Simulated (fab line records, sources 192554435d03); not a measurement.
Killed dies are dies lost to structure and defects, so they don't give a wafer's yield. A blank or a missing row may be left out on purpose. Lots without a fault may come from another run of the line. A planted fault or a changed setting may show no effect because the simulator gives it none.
A struck lot beside a sound one | flow n5_finfet | 18 steps out of a route of 1938
Sound: wafers L430.1, L430.2, L430.5. Struck: wafer L437.6. (L437.2, L437.3 of the same lot were not struck and are left out.) The cause comes at the end.
At each step with rows: each side's tool, then ch and its chambers, then its first start. Under that, the readings that differ: sound wafers | struck wafers | difference of the means | sigmas: that difference in standard deviations of wafers without a fault.
alike: readings whose means differ by less than 2 such deviations, and words and numbers that are the same on both sides. not compared: withheld readings, readings that some wafer has no value for, bounds like >300 that may hide the same value, and numbers for which the record gives no deviation and whose values overlap.
The two part at a step that has a row with sigmas, a row that says differs or no value, or rows on one side only. Numbers that don't overlap but have no deviation are shown without sigmas and don't part them. A reading that every wafer of one side lacks parts them only if that side has two wafers or more.

N5_BEOL_M14_ETCH_68: etches SOC in N2/H2, time 450 s.
  sound on rie_diel-02 ch 1,2, day 12 15:15; struck on rie_diel-05 ch 1, day 14 23:16
  reading                         | sound          | struck | difference | sigmas
  rf_vpp_V (V)                    | 528 521 527    | 517    | -8         | -2
  showerhead_plenum_p_Torr (Torr) | 2.66 2.49 2.66 | 2.32   | -0.28      | -2
  alike: drypump_motor_current_A, oes_product_au, throttle_valve_pct
  not compared: rf_hours_counter_h
then, 1 step without rows for these wafers: N5_BEOL_M14_STRIP_69 (strips in N2/H2).
N5_BEOL_M14_TRENCH_ETCH_34: etches SiO2 in C4F8/O2/Ar, target depth 556.65 nm, time 126.9 s.
  sound on rie_diel-02 ch 1,2, day 12 15:31; struck on rie_diel-05 ch 1, day 14 23:32
  reading                         | sound          | struck | difference | sigmas
  rf_vpp_V (V)                    | 2246 2242 2245 | 2218   | -26        | -2
  showerhead_plenum_p_Torr (Torr) | 3.60 3.36 3.60 | 3.16   | -0.36      | -2
  alike: drypump_motor_current_A, oes_product_au, throttle_valve_pct
  not compared: rf_hours_counter_h
then, 1 step without rows for these wafers: N5_BEOL_M14_STRIP_70 (strips in C4F8/O2/Ar).
N5_BEOL_M14_OCD_MEAS_35:
  sound on ocd-01, day 12 15:40; struck on ocd-02, day 14 23:42
  alike: trench_depth_nm
then, 1 step without rows for these wafers: N5_BEOL_M14_STRIP_37 (strips in O2).
N5_BEOL_M14_ETCH_38: etches SiCN in CF4/N2, target depth 106.5 nm, time 120.6 s.
  sound on rie_diel-04 ch 0,2; struck on rie_diel-05 ch 2
  alike: drypump_motor_current_A, oes_product_au, rf_vpp_V, showerhead_plenum_p_Torr, throttle_valve_pct
  not compared: rf_hours_counter_h
then, 3 steps without rows for these wafers: N5_BEOL_M14_PRECLEAN_39 (cleans in residue remover, time 60 s); N5_BEOL_M14_SRD_40 (time 30 s, dry time 30 s); N5_BEOL_M14_DEGAS_41 (time 60 s).
N5_BEOL_M14_PRE_CLEAN_42: time 30 s.
  sound on pvd_sputter-03, day 12 23:15; struck on pvd_sputter-02, day 15 00:04
  reading            | sound       | struck | difference | sigmas
  heater_power_w (W) | 458 416 419 | 542    | +111       | +2
then, 1 step without rows for these wafers: N5_BEOL_M14_SPUTTER_43 (material TaN, target thk 15 nm, time 24.19 s).
N5_BEOL_M14_SPUTTER_44: material Ta, target thk 15 nm, time 24.19 s.
  sound on pvd_sputter-03, day 12 23:22; struck on pvd_sputter-02, day 15 00:11
  reading                                     | sound             | struck | difference | sigmas
  cathode_dc_power_W (W)                      | 14999 14995 14999 | 10762  | -4236      | -99 or more
  substrate_temp_c (C)                        | 49.71 49.76 49.79 | 49.98  | +0.23      | +2
  model.Ta_of_BEOL_M14_SPUTTER_44.thk_nm (nm) | 15 15.2 15.2      | 10.8   | -4.3       |
  alike: throttle_valve_pct
then, 2 steps without rows for these wafers: N5_BEOL_M14_SPUTTER_45 (material Cu, target thk 100 nm, time 16.67 s); N5_BEOL_M14_ECD_47 (material Cu, target thk 1248 nm).
N5_BEOL_M14_ANNEAL_48: time 90 s.
  sound on rtp_anneal-02 ch 0, day 12 23:46; struck on rtp_anneal-02 ch 0, day 15 01:01
  alike: wafer_temp_C_max
N5_BEOL_M14_CMP_49: polishes, stops on SiO2, t overpolish 5.2 s, target thk 560 nm.
  sound on cmp-04 ch 0,1, day 13 00:05; struck on cmp-01 ch 1, day 15 01:32
  reading                      | sound             | struck | difference | sigmas
  barrier_field_endpoint_s (s) | 11.24 11.38 11.27 | 9.95   | -1.35      | -6
  alike: motor_current_A, slurry_filter_dp_kPa
N5_BEOL_M14_THK_MEAS_50: measures by xrf.
  sound on film_metro-01, day 13 00:21; struck on film_metro-01, day 15 01:48
  alike: M14_THK

WHERE THEY PART
First at N5_BEOL_M14_ETCH_68; last, within this record, at N5_BEOL_M14_CMP_49. Later steps at which nothing parts them and some readings are alike: N5_BEOL_M14_THK_MEAS_50.

WHY: what the simulator had put in
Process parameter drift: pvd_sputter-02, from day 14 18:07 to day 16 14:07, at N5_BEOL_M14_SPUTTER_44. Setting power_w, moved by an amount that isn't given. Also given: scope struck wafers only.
